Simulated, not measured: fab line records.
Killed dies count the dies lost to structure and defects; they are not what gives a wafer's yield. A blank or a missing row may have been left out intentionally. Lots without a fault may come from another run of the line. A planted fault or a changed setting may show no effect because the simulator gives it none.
Matching of chambers / flow n5Finfet / pecvd-04 running N5_BEOL_M11_ILD_DEP_00: 3 sister chambers
The step deposits SiCOH lowk from DEMS/porogen, target thk 308.51 nm, time 58 s. 3 wafers are shown with their chamber, then 9 later ones without.

WAFERS WITH THEIR CHAMBER
wafer=L086.5; chamber=1; throttleValvePct (%)=14.4
wafer=L087.4; chamber=0; throttleValvePct (%)=13.8
wafer=L087.6; chamber=2; throttleValvePct (%)=13.1

WAFERS WITH NO CHAMBER GIVEN
wafer=L091.2; throttleValvePct (%)=13.7
wafer=L091.3; throttleValvePct (%)=14.4
wafer=L091.5; throttleValvePct (%)=13.2
wafer=L092.2; throttleValvePct (%)=13.1
wafer=L092.4; throttleValvePct (%)=14.6
wafer=L092.6; throttleValvePct (%)=13.7
wafer=L094.2; throttleValvePct (%)=13.0
wafer=L094.3; throttleValvePct (%)=14.4
wafer=L094.4; throttleValvePct (%)=12.8

WHICH CHAMBER EACH ONE RAN IN
wafer=L091.2; from the rows above=0; in truth=0
wafer=L091.3; from the rows above=1; in truth=1
wafer=L091.5; from the rows above=2; in truth=2
wafer=L092.2; from the rows above=2; in truth=2
wafer=L092.4; from the rows above=1; in truth=1
wafer=L092.6; from the rows above=0; in truth=0
wafer=L094.2; from the rows above=2; in truth=2
wafer=L094.3; from the rows above=1; in truth=1
wafer=L094.4; from the rows above=2; in truth=2
9 of 9 placed correctly. Not placeable from these rows: 0. 0 placed wrongly.
How it was worked out, from the rows above alone: a wafer's distance from a chamber is the root of the sum, over the readings, of the square of ((its reading less the chamber's mean) divided by the reading's scatter). The wafer belongs to the nearest chamber; if the next one is less than 2 further off, it can't be placed. Each chamber's mean is taken over the wafers shown for it. The scatter (one wafer shown for each chamber): square how far every hidden wafer sits from the nearest shown wafer, average those squares and take the square root.
